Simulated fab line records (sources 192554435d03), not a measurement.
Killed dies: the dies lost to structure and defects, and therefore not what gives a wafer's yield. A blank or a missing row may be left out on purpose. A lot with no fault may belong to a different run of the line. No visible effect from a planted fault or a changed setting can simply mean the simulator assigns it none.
Chamber matching ; flow n5-finfet ; N5_BEOL_M5_CURE_79 on uv-cure-03: 3 sister chambers
The step cures SiCOH lowk, time 240 s. 3 wafers are shown with their chamber, then 7 later ones without.

EACH WAFER AND ITS CHAMBER
wafer;chamber;wafer_temp_C_max
L095.6;0;387.3
L090.6;2;385.4
L092.4;1;387.0

WAFERS WITHOUT THEIR CHAMBER
wafer;wafer_temp_C_max
L092.6;387.8
L093.2;387.9
L093.3;388.9
L093.6;387.6
L097.1;386.8
L097.3;386.7
L097.6;386.3

THE CHAMBER EACH PASSED THROUGH
wafer;from the rows above;in truth
L092.6;can't be placed: 0 or 1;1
L093.2;can't be placed: 0 or 1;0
L093.3;can't be placed: 0 or 1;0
L093.6;can't be placed: 0 or 1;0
L097.1;can't be placed: 1 or 0 or 2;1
L097.3;can't be placed: 1 or 0 or 2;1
L097.6;can't be placed: 1 or 2 or 0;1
Correctly placed: 0 of 7. These rows do not allow placing 7 (true chamber among the candidates in 7). Placed wrongly: 0.
How it was worked out, from the rows above alone: a wafer's distance from a chamber is the root of the sum, over the readings, of the square of ((its reading less the chamber's mean) divided by the reading's scatter). If the next closest chamber is less than 2 further off than the closest, the wafer can't be placed; otherwise it belongs to the closest. Each chamber's mean is taken over the wafers shown for it. The scatter: root of mean squared gap, hidden wafer to nearest shown wafer, with one shown wafer a chamber.
